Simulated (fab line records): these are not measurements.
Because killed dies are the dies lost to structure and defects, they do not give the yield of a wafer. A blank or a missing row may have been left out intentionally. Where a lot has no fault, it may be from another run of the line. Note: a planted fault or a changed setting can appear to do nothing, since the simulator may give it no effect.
fab line records	flow nand-harc	part 1 of 2: steps 1 to 4 of 6
record lots=21	wafers=63	last-day=33
route steps=1302 shown A_CHANNEL_FILL_D2@621 A_STAIRCASE@672
lots that met no fault: taken from a fault-free run of the same line
start-h: the number of hours between the record's first day and the start of the first shown wafer of the lot	wait-h: hours elapsed since this lot's preceding step	" repeats the value in the row above	L1.1+2: a row that stands for several wafers	- value missing, or start not given	* or withheld: withheld	< > ~ a bound
route shown NAME@n: a module of which the file shows steps, and the number in the route of the first	usual: average and standard deviation across the fault-free wafers	same: alike in all rows	chamber/n: place in a boat	sites: each site's reading	_std_site: standard deviation of those values	_edge_site: inner sites' mean taken away from outer sites' mean	radius-mm: for every site, how far away it sits from the centre of the wafer	mask NAME#n: copy n	behind: the most recent tool/chamber to have shaped the wafer	hold: the reason the lot was held/the length of the hold in hours/how it ended	device: the transistor (n, p or np) that didn't switch	end of line: tests run on the same wafers once the route is complete	step lacking rows: just its recipe	killed: count of dies lost to structure and defects at first sort (not the wafer's yield)	map: dies across one wafer; x = killed, . = not, _ = none there
set.NAME: the setting as run; set.NAME@STEP: as run at that earlier step	model.NAME: the simulator's own value behind a step, which no gauge read
steps of the route over a sample of lots; a table a step, a row a wafer
services: when a tool's chamber went out of use (start-h, in hours from the record's first day, below 0 if earlier), for how many hours, and the reason
## steps
# step NHARC_A_CHANNEL_FILL_D2_STRIP_28
# recipe time-s=20	o2-flow-sccm=500	ar-flow-sccm=0	bias-w=0	chemistry=O2
# usual chamber-pressure-mTorr=60.00/0.061	drypump-motor-current-A=5.7/0.58	oes-product-au=1.000/0.01	rf-vpp-V=57.6/0.96	showerhead-plenum-p-Torr=3.44/0.12	throttle-valve-pct=17.037/0.011
lot.wafer	tool	chamber	start-h	wait-h	chamber-pressure-mTorr	drypump-motor-current-A	oes-product-au	rf-hours-counter-h	rf-vpp-V	showerhead-plenum-p-Torr	throttle-valve-pct
L074.1	rie-diel-13	2	329.25	0.1	60.01	5.0	0.986	4	56.6	3.33	17.069
L074.5	"	1	"	"	59.99	5.3	1.009	-	55.3	3.34	17.031
L074.6	"	2	"	"	60.03	5.0	0.991	-	57.2	3.33	17.027
L075.1	rie-diel-12	3	343.79	0.1	60.06	5.2	0.990	2	57.9	3.46	17.027
L075.5	"	1	"	"	60.00	5.1	0.989	-	58.9	3.63	17.033
L075.6	"	2	"	"	60.00	6.5	1.004	-	56.1	3.55	17.050
L077.1	rie-diel-13	2	357.90	0.1	59.97	5.0	0.990	0	55.9	3.33	17.019
L077.4	"	0	"	"	59.95	5.3	0.980	0	58.2	3.32	17.045
L077.6	"	2	"	"	60.06	5.0	0.982	-	57.5	3.33	17.041
L076.3	rie-diel-12	3	357.90	0.1	59.91	5.2	1.002	2	58.7	3.46	17.039
L076.5	"	3	"	"	60.01	5.2	1.001	-	56.7	3.46	17.038
L076.6	"	0	"	"	59.90	6.3	1.010	-	58.3	3.35	17.037
L078.1	rie-diel-13	0	369.18	0.1	60.01	5.4	0.977	0	58.3	3.32	17.041
L078.4	"	2	"	"	59.93	5.0	0.980	0	58.8	3.33	17.039
L078.5	"	0	"	"	59.97	5.4	0.981	-	55.6	3.32	17.057
L080.2	rie-diel-12	3	381.53	0.1	60.00	5.2	1.014	3	57.1	3.46	17.039
L080.3	"	0	"	"	60.03	6.3	1.010	3	57.2	3.35	17.042
L080.4	"	1	"	"	59.95	5.1	0.993	3	58.8	3.63	17.049
L081.3	rie-diel-12	3	402.07	0.1	59.95	5.2	1.005	3	58.5	3.46	17.030
L081.4	"	2	"	"	59.99	6.5	1.021	-	58.2	3.54	17.029
L081.6	"	0	"	"	60.01	6.2	1.001	-	57.9	3.35	17.043
L083.1	rie-diel-13	3	418.41	0.1	59.97	5.4	1.000	2	58.3	3.45	17.027
L083.2	"	1	"	"	60.08	5.3	0.990	2	57.3	3.34	17.042
L083.5	"	0	"	"	60.05	5.4	0.984	-	57.2	3.32	17.042
L084.2	rie-diel-13	1	432.15	0.1	60.05	5.3	0.987	3	57.9	3.34	17.046
L084.3	"	0	"	"	60.02	5.4	1.004	3	57.4	3.32	17.031
L084.6	"	2	"	"	60.03	5.0	0.987	-	58.1	3.32	17.030
L085.4	rie-diel-12	3	437.82	0.1	60.06	5.2	1.010	5	57.5	3.46	17.047
L085.5	"	1	"	"	60.03	5.1	0.999	-	58.1	3.63	17.028
L085.6	"	2	"	"	60.00	6.5	0.997	-	58.3	3.54	17.053
L086.3	rie-diel-10	3	446.52	0.1	60.05	6.6	0.981	3	58.3	3.36	17.029
L086.5	"	3	"	"	60.06	6.6	0.984	-	59.1	3.36	17.037
L086.6	"	0	"	"	60.19	6.1	1.001	-	59.4	3.72	17.048
L087.3	rie-diel-13	2	446.54	0.1	60.10	5.0	0.996	3	57.5	3.32	17.034
L087.5	"	2	"	"	59.97	5.0	1.001	-	58.0	3.32	17.040
L087.4	"	3	"	"	60.03	5.4	0.997	-	57.2	3.45	17.040
L089.1	rie-diel-12	1	472.03	0.1	60.04	5.1	1.002	1	57.1	3.63	17.016
L089.4	"	2	"	"	59.98	6.4	1.009	1	58.8	3.54	17.030
L089.6	"	0	"	"	59.96	6.3	0.998	-	55.5	3.34	17.052
L088.4	rie-diel-13	1	472.03	0.1	59.99	5.3	0.994	5	56.9	3.34	17.034
L088.2	"	3	"	"	59.97	5.3	0.993	5	56.9	3.45	17.029
L088.5	"	1	"	"	60.01	5.3	0.992	-	57.3	3.34	17.010
L091.1	rie-diel-12	3	484.84	0.1	60.15	5.2	0.981	1	58.3	3.46	17.028
L091.3	"	1	"	"	60.09	5.1	0.982	1	58.9	3.63	17.052
L091.6	"	3	"	"	59.97	5.2	0.993	-	55.8	3.46	17.037
L090.3	rie-diel-10	0	484.84	0.1	59.91	6.1	1.013	9	56.9	3.72	17.025
L090.6	"	3	"	"	60.10	6.6	1.004	-	57.3	3.36	17.044
L090.5	"	0	"	"	59.84	6.1	1.003	-	57.5	3.72	17.031
L093.1	rie-diel-12	3	519.67	0.1	60.03	5.2	0.997	2	56.6	3.46	17.026
L093.2	"	1	"	"	59.99	5.1	0.992	2	57.0	3.63	17.036
L093.3	"	2	"	"	60.02	6.5	1.005	2	58.5	3.54	17.043
L094.4	rie-diel-12	0	535.71	0.1	59.99	6.3	0.995	2	58.1	3.34	17.039
L094.5	"	2	"	"	60.01	6.4	0.998	-	58.9	3.54	17.043
L094.6	"	3	"	"	60.04	5.2	1.002	-	57.3	3.46	17.050
L095.2	rie-diel-12	1	539.02	0.1	60.00	5.1	1.011	2	58.1	3.63	17.059
L095.4	"	2	"	"	59.87	6.4	1.007	2	57.2	3.54	17.061
L095.1	"	3	"	"	59.94	5.2	1.012	2	57.8	3.46	17.038
L097.4	rie-diel-13	3	555.30	0.1	60.07	5.4	1.015	1	59.0	3.45	17.026
L097.5	"	3	"	"	59.94	5.4	1.020	-	58.5	3.45	17.042
L097.6	"	0	"	"	60.00	5.4	1.014	-	56.1	3.32	17.011
L096.4	rie-diel-12	0	555.30	0.1	60.02	6.3	1.012	3	57.6	3.34	17.015
L096.3	"	2	"	"	59.99	6.4	1.006	3	57.7	3.54	17.048
L096.5	"	3	"	"	60.03	5.2	1.005	-	56.4	3.46	17.036
# step NHARC_A_CHANNEL_FILL_D2_CMP_10
# recipe target-thk-nm=150
# usual motor-current-A=11.8/0.74	pad-life-wafers=180/110	slurry-filter-dp-kPa=13.50/0.13	time-to-endpoint-s=15.2/3
lot.wafer	tool	chamber	start-h	wait-h	motor-current-A	pad-life-wafers	slurry-filter-dp-kPa	time-to-endpoint-s
L074.1	cmp-02	1	356.11	0.4	12.7	45	13.70	15.1
L074.5	"	2	"	"	10.6	-	13.42	14.4
L074.6	"	3	"	"	11.0	-	13.12	13.3
L075.1	cmp-02	1	367.28	0.4	12.9	117	13.49	19.4
L075.5	"	2	"	"	11.2	-	13.64	17.0
L075.6	"	3	"	"	10.9	-	13.50	15.5
L076.3	cmp-01	0	381.17	0.4	11.3	332	13.34	18.8
L076.6	"	2	"	"	10.6	-	13.37	10.9
L076.5	"	3	"	"	10.8	-	13.73	13.1
L077.4	cmp-02	1	384.86	0.4	12.3	168	13.38	16.1
L077.1	"	2	"	"	11.0	169	13.61	17.1
L077.6	"	1	"	"	12.5	-	13.38	16.3
L078.1	cmp-01	1	392.87	0.4	13.0	18	13.45	10.5
L078.4	"	3	"	"	11.1	20	13.71	10.8
L078.5	"	1	"	"	12.6	-	13.26	10.7
L080.3	cmp-04	2	404.78	0.4	11.3	276	13.42	16.9
L080.2	"	3	"	"	12.3	277	13.50	16.0
L080.4	"	0	"	"	12.1	278	13.55	18.2
L081.3	cmp-04	0	426.92	0.4	11.9	0	13.56	19.4
L081.4	"	3	"	"	12.6	3	13.33	14.0
L081.6	"	1	"	"	12.3	-	13.43	11.7
L083.1	cmp-04	1	439.34	0.4	12.6	48	13.41	15.6
L083.2	"	2	"	"	11.6	49	13.56	19.2
L083.5	"	2	"	"	11.3	-	13.49	17.7
L084.2	cmp-02	0	455.30	0.4	12.8	55	13.37	11.1
L084.3	"	1	"	"	12.6	56	13.69	15.1
L084.6	"	0	"	"	12.3	-	13.54	12.5
L085.4	cmp-01	0	460.28	0.4	10.9	258	13.42	16.5
L085.5	"	0	"	"	11.4	-	13.40	18.9
L085.6	"	1	"	"	13.0	-	13.63	12.0
L087.4	cmp-01	0	469.65	0.4	11.0	295	13.53	17.3
L087.3	"	1	"	"	12.9	296	13.46	12.2
L087.5	"	0	"	"	11.5	-	13.57	14.2
L086.3	cmp-02	2	469.70	0.4	11.0	123	13.55	17.7
L086.5	"	3	"	"	10.9	-	13.57	15.9
L086.6	"	0	"	"	12.4	-	13.58	15.1
L088.4	cmp-02	0	495.03	0.4	13.1	222	13.43	13.1
L088.2	"	3	"	"	11.3	225	13.69	14.7
L088.5	"	1	"	"	12.5	-	13.45	13.7
L089.4	cmp-04	1	495.06	0.4	12.8	319	13.60	15.8
L089.1	"	3	"	"	12.6	321	13.47	16.1
L089.6	"	0	"	"	11.9	-	13.84	23.4
L091.1	cmp-04	3	507.42	0.4	11.4	354	13.58	15.6
L091.3	"	1	"	"	12.5	356	13.48	11.1
L091.6	"	3	"	"	11.7	-	13.56	16.7
L090.3	cmp-01	0	507.47	0.4	11.7	74	13.74	16.4
L090.6	"	2	"	"	10.9	-	13.41	12.4
L090.5	"	3	"	"	11.5	-	13.52	11.5
L093.2	cmp-02	2	543.87	0.4	11.1	6	13.42	12.5
L093.3	"	3	"	"	10.5	7	13.36	15.8
L093.1	"	1	"	"	12.3	9	13.71	13.9
L094.4	cmp-01	3	558.87	0.4	10.6	230	13.51	12.7
L094.5	"	1	"	"	12.7	-	13.28	12.1
L094.6	"	2	"	"	11.3	-	13.34	10.0
L095.1	cmp-04	1	562.38	0.4	12.3	168	13.47	15.7
L095.4	"	2	"	"	11.2	169	13.44	18.9
L095.2	"	3	"	"	12.0	170	13.40	16.1
L096.3	cmp-04	0	578.79	0.5	11.3	247	13.71	21.2
L096.4	"	1	"	"	12.7	248	13.29	16.8
L096.5	"	3	"	"	11.7	-	13.58	15.2
L097.4	cmp-04	3	578.97	0.7	11.8	254	13.52	11.5
L097.6	"	1	"	"	12.3	-	13.60	15.4
L097.5	"	2	"	"	11.5	-	13.47	18.9
# step NHARC_A_STAIRCASE_TRIM_16
# recipe time-s=211.2	o2-flow-sccm=500	ar-flow-sccm=0	bias-w=0	chemistry=O2
# usual chamber-pressure-mTorr=60.00/0.064	drypump-motor-current-A=6.0/0.38	oes-product-au=0.997/0.0094	rf-vpp-V=57.8/0.99	showerhead-plenum-p-Torr=3.53/0.17	throttle-valve-pct=17.037/0.0099
lot.wafer	tool	chamber	start-h	wait-h	chamber-pressure-mTorr	drypump-motor-current-A	oes-product-au	rf-hours-counter-h	rf-vpp-V	showerhead-plenum-p-Torr	throttle-valve-pct
L074.1	rie-diel-11	1	-	-	60.05	5.5	1.008	35	57.1	3.50	17.018
L074.6	"	3	"	"	60.03	6.5	0.998	-	57.1	3.79	17.018
L074.5	"	0	"	"	59.93	5.8	0.988	-	59.2	3.56	17.026
L075.1	rie-diel-03	1	-	-	59.98	6.0	1.011	31	58.1	3.35	17.045
L075.6	"	1	"	"	59.97	6.0	1.012	-	58.1	3.35	17.028
L075.5	"	2	"	"	60.04	6.7	0.986	-	57.9	3.79	17.022
L076.3	rie-diel-11	1	-	-	60.03	5.5	1.017	46	58.5	3.50	17.030
L076.6	"	1	"	"	59.93	5.5	1.010	-	57.7	3.50	17.043
L076.5	"	2	"	"	60.04	5.7	1.013	-	56.5	3.30	17.036
L077.1	rie-diel-02	0	-	-	59.97	5.7	0.990	43	57.1	3.53	17.031
L077.4	"	1	"	"	60.02	5.8	1.012	39	57.0	3.68	17.046
L077.6	"	3	"	"	59.95	5.8	0.985	-	57.5	3.78	17.034
L078.4	rie-diel-03	3	-	-	59.97	6.3	0.998	23	57.0	3.46	17.059
L078.1	"	0	"	"	60.00	6.3	0.996	36	56.4	3.38	17.043
L078.5	"	1	"	"	59.96	6.1	1.005	-	55.8	3.35	17.044
L080.3	rie-diel-11	3	-	-	59.96	6.5	0.993	49	58.4	3.78	17.021
L080.4	"	0	"	"	60.04	5.8	0.998	56	57.3	3.55	17.065
L080.2	"	1	"	"	60.06	5.5	1.018	55	58.8	3.49	17.045
L081.3	rie-diel-03	1	-	-	60.10	6.1	1.005	51	56.5	3.34	17.049
L081.4	"	3	"	"	59.93	6.3	1.005	35	57.2	3.45	17.027
L081.6	"	1	"	"	59.97	6.0	0.992	-	57.2	3.34	17.045
L083.1	rie-diel-02	3	-	-	59.96	5.8	0.981	16	57.1	3.77	17.047
L083.2	"	0	"	"	59.95	5.6	1.001	17	57.3	3.52	17.040
L083.5	"	3	"	"	60.03	5.8	0.981	-	58.5	3.77	17.043
L084.2	rie-diel-02	2	-	-	59.98	5.6	0.990	19	57.4	3.42	17.034
L084.3	"	3	"	"	59.99	5.8	0.977	22	58.5	3.76	17.019
L084.6	"	1	"	"	60.08	5.8	0.997	-	57.1	3.67	17.065
L085.4	rie-diel-02	1	-	-	59.96	5.8	1.013	20	59.0	3.67	17.035
L085.5	"	1	"	"	60.12	5.8	1.002	-	58.0	3.67	17.021
L085.6	"	2	"	"	59.83	5.6	0.999	-	57.3	3.42	17.032
L086.3	rie-diel-02	0	-	-	60.09	5.6	0.994	30	57.9	3.52	17.040
L086.6	"	0	"	"	60.03	5.6	0.998	-	56.2	3.51	17.037
L086.5	"	1	"	"	60.04	5.8	1.000	-	58.6	3.67	17.036
L087.3	rie-diel-03	3	-	-	59.83	6.3	0.995	3	57.9	3.45	17.040
L087.4	"	1	"	"	60.01	6.0	1.000	-	57.9	3.34	17.042
L087.5	"	3	"	"	59.93	6.3	0.986	-	57.3	3.45	17.030
L088.4	rie-diel-03	2	-	-	59.95	6.8	0.981	7	60.3	3.77	17.035
L088.2	"	3	"	"	59.97	6.3	0.989	9	57.0	3.44	17.017
L088.5	"	2	"	"	60.13	6.7	0.985	-	59.1	3.77	17.030
L089.1	rie-diel-02	3	-	-	60.03	5.8	0.987	37	58.9	3.76	17.034
L089.4	"	2	"	"	59.93	5.6	1.008	36	58.9	3.41	17.043
L089.6	"	3	"	"	60.03	5.8	0.996	-	57.5	3.76	17.029
L091.1	rie-diel-03	1	-	-	60.05	6.1	1.017	13	57.3	3.34	17.032
L091.3	"	2	"	"	59.99	6.7	0.999	10	59.1	3.77	17.042
L091.6	"	1	"	"	59.93	6.1	1.012	-	57.7	3.34	17.035
L090.3	rie-diel-03	3	-	-	60.04	6.3	0.987	12	56.0	3.44	17.041
L090.5	"	3	"	"	59.95	6.3	0.991	-	57.2	3.44	17.036
L090.6	"	0	"	"	60.08	6.3	1.005	-	56.4	3.36	17.022
L093.1	rie-diel-02	3	-	-	60.00	5.8	0.984	57	59.4	3.74	17.042
L093.3	"	0	"	"	60.09	5.6	0.986	56	58.9	3.50	17.028
L093.2	"	1	"	"	59.99	5.8	0.997	53	58.2	3.65	17.035
L094.5	rie-diel-03	2	-	-	60.05	6.7	0.993	-	58.9	3.75	17.042
L094.4	"	3	"	"	59.96	6.3	0.988	-	58.0	3.43	17.049
L094.6	"	1	"	"	60.02	6.0	1.009	-	55.8	3.33	17.030
L095.1	rie-diel-02	0	-	-	60.00	5.6	0.997	59	58.7	3.50	17.044
L095.4	"	1	"	"	59.90	5.8	0.996	55	58.8	3.65	17.053
L095.2	"	2	"	"	60.02	5.5	1.000	57	57.5	3.40	17.034
L096.3	rie-diel-03	3	-	-	59.99	6.3	0.986	36	56.7	3.43	17.046
L096.4	"	0	"	"	60.02	6.4	1.000	36	59.0	3.35	17.032
L096.5	"	2	"	"	60.03	6.7	0.988	-	57.6	3.75	17.049
L097.4	rie-diel-11	3	-	-	60.03	6.5	0.991	46	58.8	3.75	17.025
L097.5	"	2	"	"	60.16	5.7	1.016	-	56.3	3.27	17.048
L097.6	"	3	"	"	59.94	6.5	1.000	-	59.1	3.75	17.034
# step NHARC_A_STAIRCASE_ETCH_27
# recipe target-depth-a=1000	time-s=40.5	ion-energy-ev=400	c4f8-flow-sccm=20	o2-flow-sccm=10	ar-flow-sccm=withheld	rf-w=600	bias-w=1000	chemistry=C4F8/O2
# usual chamber-pressure-mTorr=24.996/0.029	oes-product-au=0.943/0.0098	rf-vpp-V=896/5.9
lot.wafer	tool	chamber	start-h	wait-h	chamber-pressure-mTorr	oes-product-au	rf-hours-counter-h	rf-vpp-V
L074.1	rie-diel-03	1	-	-	25.005	0.956	29	890
L074.5	"	1	"	"	25.007	0.956	-	888
L074.6	"	2	"	"	25.025	0.949	-	905
L075.1	rie-diel-11	1	-	-	24.973	0.960	41	895
L075.6	"	1	"	"	25.019	0.960	-	894
L075.5	"	2	"	"	25.003	0.931	-	888
L076.3	rie-diel-11	3	-	-	25.002	0.939	39	906
L076.5	"	3	"	"	24.996	0.943	-	905
L076.6	"	0	"	"	24.986	0.954	-	896
L077.1	rie-diel-02	0	-	-	24.986	0.924	44	897
L077.4	"	2	"	"	25.003	0.949	45	892
L077.6	"	3	"	"	24.980	0.928	-	904
L078.1	rie-diel-11	0	-	-	25.022	0.944	52	897
L078.4	"	2	"	"	25.024	0.943	47	888
L078.5	"	3	"	"	24.976	0.940	-	904
L080.2	rie-diel-11	3	-	-	25.011	0.945	50	904
L080.3	"	0	"	"	24.982	0.953	56	898
L080.4	"	1	"	"	25.021	0.953	56	893
L081.3	rie-diel-03	3	-	-	25.011	0.955	35	893
L081.4	"	1	"	"	24.985	0.944	52	890
L081.6	"	2	"	"	24.943	0.938	-	905
L083.1	rie-diel-02	2	-	-	24.957	0.931	13	892
L083.2	"	3	"	"	24.972	0.927	17	906
L083.5	"	0	"	"	25.023	0.954	-	897
L084.2	rie-diel-02	1	-	-	24.997	0.924	18	900
L084.3	"	2	"	"	24.971	0.931	21	892
L084.6	"	3	"	"	24.992	0.917	-	904
L085.4	rie-diel-11	2	-	-	24.976	0.942	12	887
L085.6	"	0	"	"	24.990	0.943	-	896
L085.5	"	1	"	"	25.000	0.938	-	895
L086.3	rie-diel-11	2	-	-	24.982	0.942	14	889
L086.5	"	1	"	"	24.992	0.941	-	894
L086.6	"	2	"	"	24.971	0.946	-	885
L087.3	rie-diel-03	0	-	-	24.990	0.949	4	890
L087.5	"	3	"	"	25.006	0.947	-	893
L087.4	"	1	"	"	25.030	0.956	-	889
L089.1	rie-diel-03	3	-	-	25.049	0.948	10	893
L089.4	"	2	"	"	25.009	0.933	8	904
L089.6	"	3	"	"	24.980	0.952	-	893
L088.2	rie-diel-11	1	-	-	24.981	0.964	22	894
L088.4	"	2	"	"	25.011	0.947	20	886
L088.5	"	2	"	"	25.005	0.946	-	887
L091.1	rie-diel-11	0	-	-	24.996	0.939	25	896
L091.3	"	1	"	"	24.958	0.942	26	894
L091.6	"	1	"	"	24.958	0.941	-	893
L090.3	rie-diel-02	3	-	-	25.019	0.954	41	904
L090.5	"	1	"	"	24.985	0.955	-	901
L090.6	"	2	"	"	25.015	0.939	-	892
L093.2	rie-diel-03	3	-	-	25.027	0.934	28	894
L093.3	"	0	"	"	25.022	0.936	29	890
L093.1	"	1	"	"	24.991	0.961	29	887
L094.4	rie-diel-02	3	-	-	24.982	0.940	59	905
L094.6	"	1	"	"	24.972	0.954	-	901
L094.5	"	2	"	"	24.978	0.943	-	893
L095.2	rie-diel-02	0	-	-	24.986	0.936	60	896
L095.1	"	1	"	"	24.961	0.937	56	900
L095.4	"	3	"	"	24.943	0.950	60	904
L096.3	rie-diel-03	3	-	-	25.009	0.941	37	892
L096.4	"	1	"	"	25.009	0.926	40	888
L096.5	"	0	"	"	25.012	0.932	-	890
L097.4	rie-diel-02	0	-	-	25.004	0.952	1	894
L097.5	"	0	"	"	25.011	0.955	-	894
L097.6	"	1	"	"	24.994	0.947	-	903
